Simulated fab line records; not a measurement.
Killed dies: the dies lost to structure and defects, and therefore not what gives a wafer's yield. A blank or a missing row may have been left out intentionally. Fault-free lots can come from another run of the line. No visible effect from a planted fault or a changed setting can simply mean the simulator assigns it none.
Chamber matching | flow nand harc | NHARC_THIN_TSV_STRIP_57 on wet bench-08: 7 sister chambers
The step strips in post etch residue remover, time 1200 s. 7 wafers are shown with their chamber, then 7 later ones without.

== WAFERS PAIRED WITH THEIR CHAMBERS ==
wafer  | chamber | bath guard temp C (C)
L391.2 | 3       | 72.9
L391.4 | 7       | 71.9
L391.5 | 0       | 72.6
L390.3 | 1       | 72.7
L390.6 | 2       | 72.6
L396.1 | 5       | 73.1
L396.4 | 6       | 72.8

== WAFERS WITHOUT THEIR CHAMBER ==
wafer  | bath guard temp C (C)
L396.6 | 72.8
L394.1 | 72.4
L394.4 | 72.6
L394.6 | 72.9
L395.1 | 72.7
L395.4 | 72.8
L395.6 | 72.8

== WHICH CHAMBER EACH ONE RAN IN ==
wafer  | from the rows above               | in truth
L396.6 | can't be placed: 6 or 1 or 3      | 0
L394.1 | can't be placed: 0 or 2 or 1      | 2
L394.4 | can't be placed: 0 or 2 or 1      | 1
L394.6 | can't be placed: 3 or 6           | 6
L395.1 | can't be placed: 1 or 6 or 0 or 2 | 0
L395.4 | can't be placed: 6 or 1 or 3      | 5
L395.6 | can't be placed: 6 or 1 or 3      | 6
Placed correctly: 0 of 7. Not placeable from these rows: 7 (in 5, the candidates include the true chamber). Placed wrongly: 0.
How it was worked out, from the rows above alone: a wafer's distance from a chamber is the root of the sum, over the readings, of the square of ((its reading less the chamber's mean) divided by the reading's scatter). The wafer belongs to the nearest chamber; if the next one is less than 2 further off, it can't be placed. A chamber's mean is the mean of its shown wafers. The scatter: root of mean squared gap, hidden wafer to nearest shown wafer, with one shown wafer a chamber.
